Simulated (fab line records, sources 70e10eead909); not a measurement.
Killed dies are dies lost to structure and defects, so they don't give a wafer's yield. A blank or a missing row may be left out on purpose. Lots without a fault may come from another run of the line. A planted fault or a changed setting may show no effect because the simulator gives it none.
A struck lot beside a sound one | flow nand_harc | 43 steps out of a route of 1302
Sound: wafers L190.1, L190.3, L190.4. Struck: wafers L202.2, L202.3, L202.4. The cause comes at the end.
At each step with rows: each side's tool, then ch and its chambers, then its first start. Under that, the readings that differ: sound wafers | struck wafers | difference of the means | sigmas: that difference in standard deviations of wafers without a fault.
alike: readings whose means differ by less than 2 such deviations, and words and numbers that are the same on both sides. not compared: withheld readings, readings that some wafer has no value for, bounds like >300 that may hide the same value, and numbers for which the record gives no deviation and whose values overlap.
The two part at a step that has a row with sigmas, a row that says differs or no value, or rows on one side only. Numbers that don't overlap but have no deviation are shown without sigmas and don't part them. A reading that every wafer of one side lacks parts them only if that side has two wafers or more.

first, 1 step without rows for these wafers: NHARC_A_CHANNEL_HOLE_D2_DEVELOP_09 (develop time 35 s).
NHARC_A_CHANNEL_HOLE_D2_CD_MEAS_10: target cd 100 nm.
  sound on cd_sem-02 ch 0, day 13 17:59; struck on cd_sem-02 ch 0, day 18 12:01
  alike: cd_nm
NHARC_A_CHANNEL_HOLE_D2_OVL_MEAS_11:
  sound on overlay-02, day 13 18:05; struck on overlay-01, day 18 12:07
  alike: overlay_x_nm, overlay_y_nm
NHARC_A_CHANNEL_HOLE_D2_INSPECT_12:
  sound on defect_inspect-02, day 13 18:07; struck on defect_inspect-01, day 18 12:08
  alike: raw_defect_count
then, 4 steps without rows for these wafers: NHARC_A_CHANNEL_HOLE_D2_DESCUM_15 (chemistry O2, time 3 s); NHARC_A_CHANNEL_HOLE_D2_ETCH_38 (etches the open film in CF4, target depth 39 nm, time 65 s); NHARC_A_CHANNEL_HOLE_D2_ETCH_39 (etches the open film in N2/H2, target depth 260 nm, time 325 s); NHARC_A_CHANNEL_HOLE_D2_ETCH_34 (etches the open film in CF4/CHF3, target depth 154 nm, time 77 s).
NHARC_A_CHANNEL_HOLE_D2_ETCH_16: etches the open film in O2/COS, target depth 3100 nm, time 806 s.
  sound on rie_diel-06 ch 1,2,3; struck on rie_diel-08 ch 0,2,3
  reading                | sound          | struck      | difference | sigmas
  rf_hours_counter_h (h) | 10.6 10.4 10.2 | 2.4 2.2 2.5 | -8.0       |
  alike: drypump_motor_current_A, oes_product_au, rf_vpp_V, showerhead_plenum_p_Torr, throttle_valve_pct
NHARC_A_CHANNEL_HOLE_D2_CD_MEAS_18:
  sound on cd_sem-02, day 13 19:17; struck on cd_sem-01, day 18 13:19
  alike: cd_nm
then, 2 steps without rows for these wafers: NHARC_A_CHANNEL_HOLE_D2_ETCH_19 (etches the open film in C4F8/O2/Ar, time 34.5 s); NHARC_A_CHANNEL_HOLE_D2_ETCH_20 (etches the open film in C4F8/O2/Ar, time 361.9 s, target depth 1600 nm).
NHARC_A_CHANNEL_HOLE_D2_ETCH_21: etches the open film in C4F8/O2/Ar, time 514.3 s, target depth 1600 nm.
  sound on har_etch-02 ch 0,1, day 13 19:52; struck on har_etch-02 ch 0,1, day 18 15:46
  alike: drypump_motor_current_A, showerhead_plenum_p_Torr, throttle_valve_pct
  not compared: rf_hours_counter_h
NHARC_A_CHANNEL_HOLE_D2_ETCH_22: etches the open film in C4F8/O2/Ar, time 666.7 s, target depth 1600 nm.
  sound on har_etch-02 ch 0,1, day 13 20:19; struck on har_etch-02 ch 0,1, day 18 16:12
  alike: drypump_motor_current_A, showerhead_plenum_p_Torr, throttle_valve_pct
  not compared: rf_hours_counter_h
then, 12 steps without rows for these wafers: NHARC_A_CHANNEL_HOLE_D2_ETCH_23 (etches the open film in C4F8/O2/Ar, time 819 s, target depth 1600 nm); NHARC_A_CHANNEL_HOLE_D2_ETCH_24 (etches the open film in C4F8/O2/Ar, time 906.2 s, target depth 1500 nm); NHARC_A_CHANNEL_HOLE_D2_ETCH_25 (etches the open film in C4F8/O2/Ar, time 1040.2 s, target depth 1500 nm); NHARC_A_CHANNEL_HOLE_D2_ETCH_26 (etches the open film in C4F8/O2/Ar, time 224.1 s, target depth 300 nm); NHARC_A_CHANNEL_HOLE_D2_ETCH_27 (etches the open film in C4F8/O2/Ar, time 90 s, target depth 400 nm); NHARC_A_CHANNEL_HOLE_D2_STRIP_41 (strips in N2/H2); NHARC_A_CHANNEL_HOLE_D2_STRIP_42 (strips in CF4/CHF3); NHARC_A_CHANNEL_HOLE_D2_STRIP_43 (strips in O2/COS); NHARC_A_CHANNEL_HOLE_D2_ETCH_44 (etches the open film in CF4/O2, target depth 140 nm, overetch 14 nm, time 77 s); NHARC_A_CHANNEL_HOLE_D2_STRIP_28 (strips in O2); NHARC_A_CHANNEL_HOLE_D2_PRECLEAN_29 (cleans in SC1); NHARC_A_CHANNEL_HOLE_D2_SRD_30.
NHARC_A_CHANNEL_HOLE_D2_CD_MEAS_31:
  sound on cd_sem-03, day 14 00:56; struck on cd_sem-03, day 18 20:51
  alike: cd_nm
then, 1 step without rows for these wafers: NHARC_A_CHANNEL_HOLE_D2_XSEM_32.
NHARC_A_CHANNEL_HOLE_D2_INSPECT_40:
  sound on defect_inspect-01, day 14 01:08; struck on defect_inspect-01, day 18 21:02
  reading          | sound       | struck      | difference | sigmas
  raw_defect_count | 177 374 252 | 587 499 485 | +256       | +3
then, 4 steps without rows for these wafers: NHARC_A_CHANNEL_FILL_D2_PRECLEAN_00 (cleans in SC1); NHARC_A_CHANNEL_FILL_D2_SRD_01; NHARC_A_CHANNEL_FILL_D2_ALD_02 (deposits SiO2, target thk 6 nm, pulse time 10 s, ald cycles 60); NHARC_A_CHANNEL_FILL_D2_ALD_03 (deposits SiNx, target thk 6 nm, pulse time 60 s, ald cycles 58).
NHARC_A_CHANNEL_FILL_D2_ALD_14: deposits SiO2, target thk 2.5 nm, pulse time 10 s, ald cycles 25.
  sound on ald_hk-03 ch 1,2,3, day 14 09:59; struck on ald_hk-01 ch 0,2,3, day 19 04:13
  alike: heater_power_w, precursor_pulse_height_rel
then, 1 step without rows for these wafers: NHARC_A_CHANNEL_FILL_D2_ALD_15 (deposits SiNx, target thk 2 nm, pulse time 60 s, ald cycles 19).
NHARC_A_CHANNEL_FILL_D2_ALD_16: deposits SiO2, target thk 1.5 nm, pulse time 10 s, ald cycles 15.
  sound on ald_hk-04 ch 0,1,2, day 14 15:10; struck on ald_hk-01 ch 0,2,3, day 19 10:52
  alike: heater_power_w, precursor_pulse_height_rel
then, 2 steps without rows for these wafers: NHARC_A_CHANNEL_FILL_D2_ANNEAL_17 (time 1800 s); NHARC_A_CHANNEL_FILL_D2_CVD_18 (deposits poly-Si, target thk 3 nm).
NHARC_A_CHANNEL_FILL_D2_ETCHBACK_19: etches the open film in HBr/Cl2, target depth 5 nm, time 1.7 s.
  sound on rie_si-04 ch 0,1,3, day 15 02:56; struck on rie_si-04 ch 0,2,3, day 20 00:58
  reading                | sound          | struck         | difference | sigmas
  rf_hours_counter_h (h) | 0.87 1.07 1.06 | 0.53 0.69 0.59 | -0.40      |
  alike: drypump_motor_current_A, oes_product_au, throttle_valve_pct
then, 3 steps without rows for these wafers: NHARC_A_CHANNEL_FILL_D2_ETCHBACK_20 (etches the open film in C4F8/O2/Ar, target depth 27 nm, time 13.5 s); NHARC_A_CHANNEL_FILL_D2_STRIP_28 (strips in O2, time 20 s); NHARC_A_CHANNEL_FILL_D2_PRECLEAN_21 (cleans in dHF, time 30 s).
-- the record jumps here: 9 days lie between the struck wafers' starts before and after (it left off in module A_CHANNEL_FILL_D2 and takes up again in module END, whose first step shown is number 1302 of the route) --
NHARC_END_SORT_01:
  the record has rows for the struck wafers here (prober-02 ch 0, day 29 12:34) and none for the sound ones

WHERE THEY PART
First at NHARC_A_CHANNEL_HOLE_D2_INSPECT_40; last, within this record, at NHARC_END_SORT_01.

WHY: what the simulator had put in
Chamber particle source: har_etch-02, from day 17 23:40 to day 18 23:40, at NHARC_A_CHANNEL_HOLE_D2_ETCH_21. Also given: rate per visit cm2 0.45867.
